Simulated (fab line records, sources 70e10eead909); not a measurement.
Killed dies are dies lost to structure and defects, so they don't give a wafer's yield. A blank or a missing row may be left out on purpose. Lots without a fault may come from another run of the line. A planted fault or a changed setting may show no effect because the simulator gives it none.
Problem report in the 8D (eight disciplines) form, filled by code | flow nand_harc | the parts of the form that need people (team, actions taken, sign-off) are left out

1. THE PROBLEM
killed_at_periphery at NHARC_END_SORT_01 reads a mean of 80.3 on 6 wafers of 2 lots; wafers without a fault read 3.8 with a standard deviation of 2.8. That is +27 standard deviations from the usual mean.
First seen on wafer L361.1, day 30 09:19, on prober-02. The record holds 42 wafers of 14 lots with a number at this step. Rule for "out", or "out of limits": more than 4 standard deviations from the usual mean. The other wafers with a number count as sound.

2. WHAT IT IS AND WHAT IT IS NOT
question                    | is                     | is not
which readings at this step | killed_at_periphery    | killed_at_array, killed_at_other, killed_open, killed_short
which lots                  | L361, L365             | L347, L348, L349, L350, L351, L352, L353, L354, L355, L357, L359, L369
which wafers of those lots  | all that have a number | -
read on which gauges        | prober-02              | prober-01
when                        | from day 30 09:19      | up to then (30 sound wafers); but 6 sound wafers of L359, L369 came after

3. SUSPECTS, AND WHAT RULES EACH OUT
Counting: a tool at a process step up to the reading stays a suspect if it ran every lot that is out and no sound lot after the first of them.
- the gauge at NHARC_END_SORT_01: kept. All the wafers that are out were read on prober-02, and no step on other tools shows them out.
- pecvd-03 at NHARC_P_CONTACT_DEP_30 (deposits SiNx, target thk 30 nm): kept. It ran every lot that is out, first L361 (day 12 06:20), and no sound lot after that; its last sound lot up to then is L359 (day 11 19:06).
Left after counting: pecvd-03 at NHARC_P_CONTACT_DEP_30, prober-02 at NHARC_END_SORT_01.

4. THE CAUSE (what the simulator had put in)
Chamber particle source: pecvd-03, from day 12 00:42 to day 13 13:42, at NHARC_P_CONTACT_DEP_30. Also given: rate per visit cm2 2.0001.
Counting left 2 suspects, and this tool is among them.

5. THE CHAIN OF EFFECTS, in route order
Each row: a reading whose mean over the struck wafers that have a number lies more than 3 standard deviations from the usual. Only readings for which the record gives a usual standard deviation are gone through. hours: the time from each lot's start at the first step in this table that gives one to its start at this step, as a median over the lots. sigmas: the change in usual standard deviations.
hours | step              | reading             | usual | on struck wafers | change | sigmas
0     | NHARC_END_SORT_01 | killed_at_periphery | 3.8   | 80.3             | +76.5  | +27
0     | NHARC_END_SORT_01 | killed_dies         | 60    | 146              | +86    | +4.6

6. WHAT WOULD HAVE CAUGHT IT SOONER
In this record the first reading out of limits at a measuring or inspecting step was taken at day 30 09:19, 441 hours after the fault began at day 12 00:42.
Of the tool readings at NHARC_P_CONTACT_DEP_30 for which the record gives a usual standard deviation, none was out on any struck wafer, so an alarm limit of 4 standard deviations on them would not have fired.
All the lots that are out (2) had begun NHARC_P_CONTACT_DEP_30 on pecvd-03 by day 30 09:19. A hold on the tool at that time would have spared none of them.
